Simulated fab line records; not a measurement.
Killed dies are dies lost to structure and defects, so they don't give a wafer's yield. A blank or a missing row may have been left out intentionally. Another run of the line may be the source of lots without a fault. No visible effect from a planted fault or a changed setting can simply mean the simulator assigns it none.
Which tool did it? -- flow nand-harc -- 42 wafers from 14 lots sampled at 4 of the route's 1159 steps

== WHAT THE GAUGES SHOWED, per wafer ==
No reading from a measuring or inspecting step in the record can be judged against a usual standard deviation.

== WHICH TOOL RAN EACH LOT (tool, then ch and the chambers of the sampled wafers, then the start) ==
lot,NHARC_A_STAIRCASE_ETCH_27,NHARC_A_STAIRCASE_ETCH_190,NHARC_A_STAIRCASE_TRIM_196,NHARC_A_STAIRCASE_ETCH_203
L803,"rie-diel-03 ch 0,2,3, day 10 18:13 or earlier","rie-diel-03 ch 1,2,3, day 10 18:13 or earlier","rie-diel-02 ch 0,1,2, day 10 18:13","rie-diel-02 ch 0,1,3, day 10 19:14"
L806,"rie-diel-11 ch 1,3, day 12 01:44 or earlier","rie-diel-03 ch 1,2, day 12 01:44 or earlier","rie-diel-03 ch 0,2,3, day 12 01:44","rie-diel-03 ch 0,2,3, day 12 02:35"
L807,"rie-diel-03 ch 0,1,3, day 12 02:05 or earlier","rie-diel-11 ch 1,2,3, day 12 02:05 or earlier","rie-diel-11 ch 0,1,3, day 12 02:05","rie-diel-11 ch 0,1,3, day 12 03:12"
L808,"rie-diel-03 ch 2,3, day 12 18:20 or earlier","rie-diel-11 ch 0,2,3, day 12 18:20 or earlier","rie-diel-11 ch 0,1,3, day 12 18:20","rie-diel-11 ch 2,3, day 12 21:04"
L809,"rie-diel-02 ch 0,1,2, day 12 20:21 or earlier","rie-diel-02 ch 0,1,2, day 12 20:21 or earlier","rie-diel-02 ch 2,3, day 12 20:21","rie-diel-02 ch 1,3, day 12 21:19"
L810,"rie-diel-02 ch 0,2,3, day 13 01:47 or earlier","rie-diel-02 ch 0,1,3, day 13 01:47 or earlier","rie-diel-11 ch 0,1, day 13 01:47","rie-diel-11 ch 0,3, day 13 02:55"
L812,"rie-diel-11 ch 0,1,2, day 13 03:21 or earlier","rie-diel-02 ch 1,2,3, day 13 03:21 or earlier","rie-diel-03 ch 2,3, day 13 03:21","rie-diel-03 ch 0,3, day 13 04:24"
L811,"rie-diel-11 ch 1,2,3, day 13 07:37 or earlier","rie-diel-02 ch 0,2,3, day 13 07:37 or earlier","rie-diel-02 ch 1,2,3, day 13 07:37","rie-diel-02 ch 1,2,3, day 13 08:28"
L817,"rie-diel-03 ch 0,1, day 14 13:48 or earlier","rie-diel-03 ch 0,3, day 14 13:48 or earlier","rie-diel-03 ch 0,1,3, day 14 13:48","rie-diel-03 ch 1,3, day 14 15:28"
L820,"rie-diel-03 ch 0,1,3, day 15 00:05 or earlier","rie-diel-03 ch 0,2,3, day 15 00:05 or earlier","rie-diel-11 ch 0,1,3, day 15 00:05","rie-diel-11 ch 0,1,2, day 15 01:11"
L818,"rie-diel-11 ch 1,3, day 15 01:11 or earlier","rie-diel-03 ch 1,2, day 15 01:11 or earlier","rie-diel-02 ch 0,1,3, day 15 01:11","rie-diel-02 ch 1,3, day 15 02:02"
L819,"rie-diel-03 ch 0,2,3, day 15 06:16 or earlier","rie-diel-11 ch 0,2,3, day 15 06:16 or earlier","rie-diel-02 ch 0,2,3, day 15 06:16","rie-diel-02 ch 0,1,2, day 15 07:08"
L822,"rie-diel-11 ch 1,2,3, day 15 13:05 or earlier","rie-diel-02 ch 0,1, day 15 13:05 or earlier","rie-diel-11 ch 0,2,3, day 15 13:05","rie-diel-11 ch 0,1,2, day 15 13:58"
L824,"rie-diel-02 ch 2,3, day 16 07:20 or earlier","rie-diel-11 ch 0,2,3, day 16 07:20 or earlier","rie-diel-11 ch 0,2,3, day 16 07:20","rie-diel-03 ch 0,1, day 16 08:19"
- NHARC_A_STAIRCASE_ETCH_27: etches the open film in C4F8/O2, target depth 100 nm, time 40.5 s.
- NHARC_A_STAIRCASE_ETCH_190: etches the open film in C4F8/O2, target depth 100 nm, time 40.5 s.
- NHARC_A_STAIRCASE_TRIM_196: chemistry O2, time 211.2 s.
- NHARC_A_STAIRCASE_ETCH_203: etches the open film in C4F8/O2, target depth 100 nm, time 40.5 s.

== AS READ BY THE TOOLS THEMSELVES (means over the sampled wafers that have a number; for cases with no such wafer, the mark the record gives instead) ==
NHARC_A_STAIRCASE_ETCH_27. Usual: chamber-pressure-mTorr 25.003 mTorr, standard deviation 0.023; oes-product-au 0.937 a.u., standard deviation 0.015; rf-vpp-V 896 V, standard deviation 7; run-length-s 61.79 s, standard deviation 0.29.
lot,tool,chamber-pressure-mTorr (mTorr),oes-product-au (a.u.),rf-vpp-V (V),run-length-s (s),flag
L803,rie-diel-03,25.028,0.927,899,62.19,
L806,rie-diel-11,24.996,0.922,889,61.77,
L807,rie-diel-03,24.992,0.934,896,61.74,
L808,rie-diel-03,24.989,0.948,899,61.92,
L809,rie-diel-02,25.009,0.944,902,61.62,
L810,rie-diel-02,25.001,0.938,898,61.89,
L812,rie-diel-11,25.008,0.934,894,61.98,
L811,rie-diel-11,25.010,0.933,889,61.50,
L817,rie-diel-03,25.029,0.954,901,61.65,
L820,rie-diel-03,24.998,0.932,896,61.97,
L818,rie-diel-11,25.018,0.903,888,61.68,
L819,rie-diel-03,24.979,0.942,899,61.80,
L822,rie-diel-11,25.010,0.931,889,61.70,
L824,rie-diel-02,24.991,0.944,894,61.71,

NHARC_A_STAIRCASE_ETCH_190. Usual: chamber-pressure-mTorr 25.000 mTorr, standard deviation 0.022; oes-product-au 0.939 a.u., standard deviation 0.015; rf-vpp-V 896 V, standard deviation 6.9; run-length-s 61.8 s, standard deviation 0.31.
lot,tool,chamber-pressure-mTorr (mTorr),oes-product-au (a.u.),rf-vpp-V (V),run-length-s (s),flag
L803,rie-diel-03,25.004,0.940,896,61.7,
L806,rie-diel-03,24.995,0.953,897,61.6,
L807,rie-diel-11,25.006,0.936,889,61.8,
L808,rie-diel-11,25.005,0.941,894,62.0,
L809,rie-diel-02,25.002,0.917,901,61.7,
L810,rie-diel-02,25.001,0.934,899,61.7,
L812,rie-diel-02,25.004,0.937,898,61.6,
L811,rie-diel-02,25.008,0.947,898,61.7,
L817,rie-diel-03,25.018,0.927,893,61.9,
L820,rie-diel-03,24.992,0.950,898,62.0,
L818,rie-diel-03,24.993,0.963,897,61.6,
L819,rie-diel-11,25.012,0.924,893,61.7,
L822,rie-diel-02,24.986,0.946,902,61.8,
L824,rie-diel-11,25.018,0.940,893,61.9,

NHARC_A_STAIRCASE_TRIM_196. Usual: for chamber-pressure-mTorr, 60.00 mTorr with a standard deviation of 0.055; for drypump-motor-current-A, 5.8 A with a standard deviation of 0.64; for o2-flow-sccm, 500.0 sccm with a standard deviation of 1.5; for oes-product-au, 0.996 a.u. with a standard deviation of 0.014; for rf-vpp-V, 57.7 V with a standard deviation of 0.97; for showerhead-plenum-p-Torr, 3.51 Torr with a standard deviation of 0.19; for throttle-valve-pct, 17.037 % with a standard deviation of 0.0087.
lot,tool,chamber-pressure-mTorr (mTorr),drypump-motor-current-A (A),o2-flow-sccm (sccm),oes-product-au (a.u.),rf-vpp-V (V),showerhead-plenum-p-Torr (Torr),throttle-valve-pct (%),flag
L803,rie-diel-02,60.01,6.1,499.9,0.989,58.4,3.69,17.035,
L806,rie-diel-03,59.97,5.6,500.1,0.998,57.6,3.62,17.041,
L807,rie-diel-11,59.99,5.9,499.1,0.989,57.1,3.49,17.023,
L808,rie-diel-11,60.01,5.9,499.7,0.976,57.7,3.49,17.038,
L809,rie-diel-02,60.05,5.9,497.8,1.016,57.7,3.48,17.033,
L810,rie-diel-11,60.03,6.0,499.6,0.983,57.7,3.48,17.044,
L812,rie-diel-03,59.97,5.5,498.7,1.002,57.1,3.47,17.039,
L811,rie-diel-02,60.00,6.3,499.3,1.007,57.8,3.56,17.033,
L817,rie-diel-03,59.95,5.5,502.5,1.004,57.9,3.50,17.038,
L820,rie-diel-11,59.94,5.9,499.1,0.991,58.4,3.48,17.037,
L818,rie-diel-02,59.98,5.7,500.7,1.001,59.0,3.61,17.034,
L819,rie-diel-02,60.03,5.7,500.7,1.007,57.8,3.59,17.037,
L822,rie-diel-11,60.02,6.1,499.4,0.990,58.0,3.47,17.040,
L824,rie-diel-11,59.99,6.1,499.5,0.991,57.5,3.47,17.033,

NHARC_A_STAIRCASE_ETCH_203. Usual: chamber-pressure-mTorr 24.998 mTorr, standard deviation 0.026; oes-product-au 0.940 a.u., standard deviation 0.017; rf-vpp-V 896 V, standard deviation 6.9; run-length-s 61.8 s, standard deviation 0.31.
lot,tool,chamber-pressure-mTorr (mTorr),oes-product-au (a.u.),rf-vpp-V (V),run-length-s (s),flag
L803,rie-diel-02,24.993,0.962,900,61.5,
L806,rie-diel-03,25.011,0.950,898,61.8,
L807,rie-diel-11,24.972,0.936,894,61.8,
L808,rie-diel-11,24.995,0.925,889,62.1,
L809,rie-diel-02,25.018,0.960,895,61.9,
L810,rie-diel-11,24.989,0.909,894,61.8,
L812,rie-diel-03,25.007,0.947,894,61.8,
L811,rie-diel-02,24.984,0.953,897,62.1,
L817,rie-diel-03,24.997,0.938,891,61.8,
L820,rie-diel-11,25.011,0.933,894,61.9,
L818,rie-diel-02,24.996,0.956,895,50.0,OFF
L819,rie-diel-02,25.018,0.970,901,50.1,OFF
L822,rie-diel-11,24.990,0.952,894,62.0,
L824,rie-diel-03,25.011,0.935,896,61.8,

== THE ANSWER, worked out from the rows above alone ==
Rule: a lot counts as off when the mean over its wafers that have a number is more than 3 standard deviations away from the usual mean. Also off: a lot with no number at a reading for which 4 or more lots have one. All remaining lots with rows at the step are treated as sound. The gauges are gone through in route order, then the tools' own readings, and for those a lot's mean is taken as printed above. At the first step where some lot is off, the reading lying furthest off is the one used; lots without a number count as furthest.
Off, at NHARC_A_STAIRCASE_ETCH_203 on run-length-s: L818, L819.
A tool fits if, at that step or a process step before it, it ran every lot that is off, and no sound lot after the first of them. With no start given for some of its lots, NHARC_A_STAIRCASE_ETCH_27 uses the hours and lot order of NHARC_A_STAIRCASE_TRIM_196. With no start given for some of its lots, NHARC_A_STAIRCASE_ETCH_190 uses the hours and lot order of NHARC_A_STAIRCASE_TRIM_196. One candidate fits, namely rie-diel-02 at NHARC_A_STAIRCASE_TRIM_196 and NHARC_A_STAIRCASE_ETCH_203. At NHARC_A_STAIRCASE_TRIM_196 its last sound lot is L811 (day 13 07:37), its first lot that is off L818 (day 15 01:11): a fault that began between those two fits.

== WHAT HAD BEEN PUT IN BY THE SIMULATOR ==
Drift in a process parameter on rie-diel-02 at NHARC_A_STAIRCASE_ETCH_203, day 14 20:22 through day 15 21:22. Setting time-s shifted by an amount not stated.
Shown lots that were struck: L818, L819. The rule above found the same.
